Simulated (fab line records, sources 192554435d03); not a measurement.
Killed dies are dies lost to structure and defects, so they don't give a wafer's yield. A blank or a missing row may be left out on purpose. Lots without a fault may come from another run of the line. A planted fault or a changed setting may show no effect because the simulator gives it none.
Split-lot experiment | flow n5_finfet | 7 lots, 21 wafers read, on a route of 1938 steps

THE SPLIT
At N5_BEOL_M5_TRENCH_ETCH_37 (etches SiCOH lowk in C4F6/O2, target depth 71.652 nm, time 24.7 s), the setting source_w was moved away from the recipe's 345 W on 6 of the 21 wafers read, by -17.6% to +17.4%. The other wafers ran this setting at the recipe's value.

FROM THE SPLIT TO THE READING: what the file shows between them, 13 steps
- N5_BEOL_M5_ETCH_41: etches SiCN in CH3F/O2, target depth 31.5 nm, time 56.7 s
- N5_BEOL_M5_STRIP_91: strips in N2/H2, time 10 s
- N5_BEOL_M5_OCD_MEAS_38
- N5_BEOL_M5_HM_STRIP_39: strips TiN in peroxide tin strip, target depth 25 nm, time 158 s
- N5_BEOL_M5_SRD_40: time 30 s
- N5_BEOL_M5_ECD_50: material Cu, target thk 300 nm
- N5_BEOL_M5_ANNEAL_51: time 90 s
- N5_BEOL_M5_CMP_52: polishes, stops on SiCOH lowk, t overpolish 6.9 s, target thk 62 nm
- N5_BEOL_M5_THK_MEAS_53: measures by xrf
- N5_BEOL_M5_PRE_CLEAN_77: time 15 s
- N5_BEOL_M5_CO_CAP_78: material Co, precursor CCTBA/H2, target thk 2 nm, time 102.1 s
- N5_BEOL_M5_PRE_CLEAN_55: time 15 s
- N5_BEOL_M5_DEP_56: deposits SiCN from 3MS/NH3, target thk 8 nm, time 14 s

THE READING
M5_RS, in ohm/sq, at N5_BEOL_M5_RS_MEAS_57 (measures by four-point-probe). Fault-free wafers of this fab line usually give 0.388 ohm/sq, standard deviation 0.016 ohm/sq.

wafer  | tool, chamber at the split | source_w as run, W | against the recipe | M5_RS, ohm/sq | against lot-mates on the recipe
L077.2 | rie_diel-02, 2             | 390.5              | +13.2%             | 0.374         | -0.030
L077.3 | rie_diel-02, 3             | 345                | recipe             | 0.404         | -
L077.6 | rie_diel-02, 0             | 390.5              | +13.2%             | 0.379         | -0.025
L081.1 | rie_diel-02, 1             | 345                | recipe             | 0.386         | -
L081.4 | rie_diel-02, 1             | 345                | recipe             | 0.394         | -
L081.5 | rie_diel-02, 3             | 345                | recipe             | 0.405         | -
L082.1 | rie_diel-02, 3             | 345                | recipe             | 0.408         | -
L082.5 | rie_diel-02, 3             | 284.4              | -17.6%             | 0.442         | +0.045
L082.6 | rie_diel-02, 1             | 345                | recipe             | 0.387         | -
L087.1 | rie_diel-03, 3             | 345                | recipe             | 0.392         | -
L087.4 | rie_diel-03, 0             | 385.1              | +11.6%             | 0.366         | -0.017
L087.5 | rie_diel-03, 3             | 345                | recipe             | 0.374         | -
L089.1 | rie_diel-03, 1             | 345                | recipe             | 0.388         | -
L089.3 | rie_diel-03, 0             | 345                | recipe             | 0.365         | -
L089.5 | rie_diel-03, 0             | 405.1              | +17.4%             | 0.341         | -0.035
L091.1 | rie_diel-03, 2             | 345                | recipe             | 0.394         | -
L091.2 | rie_diel-03, 3             | 294.1              | -14.8%             | 0.420         | +0.023
L091.6 | rie_diel-03, 0             | 345                | recipe             | 0.399         | -
L096.1 | rie_diel-03, 0             | 345                | recipe             | 0.385         | -
L096.4 | rie_diel-03, 1             | 345                | recipe             | 0.370         | -
L096.5 | rie_diel-03, 0             | 345                | recipe             | 0.380         | -

THE FIT
A straight line over all 21 wafers: M5_RS changes by -0.00218 ohm/sq for each +1% of source_w; r = -0.82; the points scatter about the line by 0.013 ohm/sq.
The same after taking each lot's own level away (the mean of its wafers on the recipe; 21 wafers): -0.00204 ohm/sq for each +1%; r = -0.91; scatter 0.0077 ohm/sq.
On that fit, the largest move of source_w shifts the reading by 0.036 ohm/sq.
The lots' own levels span 0.3765 to 0.4040 ohm/sq, that is 1.7 times the standard deviation above.
So the lot-to-lot level changes the slope little: the two slopes agree.
Check: with one of the wafers moved furthest among these (-17.6%) left out of the fit, the line predicts +0.0323 ohm/sq for it against its lot-mates. It came out at +0.0445 ohm/sq against them.
Tool readings at the split's step, against how far the setting was moved: rf_vpp_V r = -0.94.

OTHER SPLITS ON THESE WAFERS
These wafers also went through other splits before the reading. Each is held against what the fit with the lots' levels taken away leaves over:
other split on the same wafers | wafers away from the commonest value | r with M5_RS (lot level and that fit taken away)
N5_BEOL_M4_COAT_62 spin_rpm    | 5                                    | +0.02
N5_BEOL_M5_COAT_05 spin_rpm    | 2                                    | +0.32
N5_BEOL_M5_ETCH_72 bias_w      | 5                                    | +0.26
N5_BEOL_M5_VIA_ETCH_34 bias_w  | 3                                    | -0.30

THE WHOLE CHAIN: every reading that the file lists as answering this split, in the file's order
step                      | what it does                                                        | reading                                                                      | change (the file's fit)               | r (the file's)
N5_BEOL_M5_TRENCH_ETCH_37 | etches SiCOH lowk in C4F6/O2, target depth 71.652 nm, time 24.7 s   | rf_vpp_V                                                                     | -3.28 V for each +1% of the setting   | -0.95
N5_BEOL_M5_TRENCH_ETCH_37 | etches SiCOH lowk in C4F6/O2, target depth 71.652 nm, time 24.7 s   | BEOL_M5.feature_depth_nm (the simulator's own value, which no gauge read)    | +0.289 nm for each +1% of the setting | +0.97
N5_BEOL_M5_TRENCH_ETCH_37 | etches SiCOH lowk in C4F6/O2, target depth 71.652 nm, time 24.7 s   | etch.depth_nm (the simulator's own value, which no gauge read)               | +0.285 nm for each +1% of the setting | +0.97
N5_BEOL_M5_OCD_MEAS_38    |                                                                     | trench_depth_nm                                                              | +0.3 nm for each +1% of the setting   | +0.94
N5_BEOL_M5_CMP_52         | polishes, stops on SiCOH lowk, t overpolish 6.9 s, target thk 62 nm | Cu_of_BEOL_M5_ECD_50.thk_nm (the simulator's own value, which no gauge read) | +0.269 nm for each +1% of the setting | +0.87
N5_BEOL_M5_THK_MEAS_53    | measures by xrf                                                     | M5_THK                                                                       | +0.258 for each +1% of the setting    | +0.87
N5_BEOL_M5_RS_MEAS_57     | measures by four-point-probe                                        | M5_RS                                                                        | -0.00201 for each +1% of the setting  | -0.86

THE FILE'S OWN FIT
M5_RS changes by -0.00201 ohm/sq for each +1% of source_w, r = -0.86.
